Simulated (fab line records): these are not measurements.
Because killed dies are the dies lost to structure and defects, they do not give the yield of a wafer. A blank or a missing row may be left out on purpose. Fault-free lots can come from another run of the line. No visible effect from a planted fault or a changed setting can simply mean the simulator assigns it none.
Matching of chambers || flow nand_harc || rie_si-06 running NHARC_A_ZERO_WELL_ETCH_13: 4 sister chambers
The step etches the open film in HBr/Cl2, target depth 120 nm, time 40.1 s. 8 wafers are shown with their chamber, then 6 later ones without.

== WAFERS, EACH WITH ITS CHAMBER ==
{"wafer": "L612.2", "chamber": 1, "drypump_motor_current_A (A)": 5.7, "oes_product_au (a.u.)": 0.994}
{"wafer": "L612.4", "chamber": 2, "drypump_motor_current_A (A)": 5.5, "oes_product_au (a.u.)": 0.991}
{"wafer": "L612.5", "chamber": 1, "drypump_motor_current_A (A)": 5.8, "oes_product_au (a.u.)": 1.001}
{"wafer": "L610.3", "chamber": 0, "drypump_motor_current_A (A)": 6.2, "oes_product_au (a.u.)": 1.015}
{"wafer": "L610.6", "chamber": 2, "drypump_motor_current_A (A)": 5.5, "oes_product_au (a.u.)": 0.995}
{"wafer": "L617.1", "chamber": 3, "drypump_motor_current_A (A)": 5.4, "oes_product_au (a.u.)": 0.999}
{"wafer": "L617.5", "chamber": 0, "drypump_motor_current_A (A)": 6.2, "oes_product_au (a.u.)": 1.002}
{"wafer": "L617.6", "chamber": 3, "drypump_motor_current_A (A)": 5.4, "oes_product_au (a.u.)": 1.011}

== WAFERS MISSING THEIR CHAMBER ==
{"wafer": "L618.2", "drypump_motor_current_A (A)": 5.4, "oes_product_au (a.u.)": 1.014}
{"wafer": "L618.3", "drypump_motor_current_A (A)": 5.5, "oes_product_au (a.u.)": 0.985}
{"wafer": "L618.6", "drypump_motor_current_A (A)": 6.2, "oes_product_au (a.u.)": 0.997}
{"wafer": "L622.2", "drypump_motor_current_A (A)": 5.8, "oes_product_au (a.u.)": 0.987}
{"wafer": "L622.3", "drypump_motor_current_A (A)": 5.5, "oes_product_au (a.u.)": 0.979}
{"wafer": "L622.4", "drypump_motor_current_A (A)": 5.4, "oes_product_au (a.u.)": 1.003}

== WHICH CHAMBER EACH WENT THROUGH ==
{"wafer": "L618.2", "from the rows above": 3, "in truth": 3}
{"wafer": "L618.3", "from the rows above": 2, "in truth": 2}
{"wafer": "L618.6", "from the rows above": 0, "in truth": 0}
{"wafer": "L622.2", "from the rows above": 1, "in truth": 1}
{"wafer": "L622.3", "from the rows above": 2, "in truth": 2}
{"wafer": "L622.4", "from the rows above": 3, "in truth": 3}
Placed correctly: 6 of 6. From these rows, 0 cannot be placed. Wrongly placed: 0.
How it was worked out, from the rows above alone: a wafer's distance from a chamber is the root of the sum, over the readings, of the square of ((its reading less the chamber's mean) divided by the reading's scatter). If the next closest chamber is less than 2 further off than the closest, the wafer can't be placed; otherwise it belongs to the closest. The mean given for a chamber averages the wafers shown for that chamber. How the scatter is found: for the shown wafers, subtract from each reading the mean of its chamber, square and add these, divide the total by (wafers less chambers), then take the root.
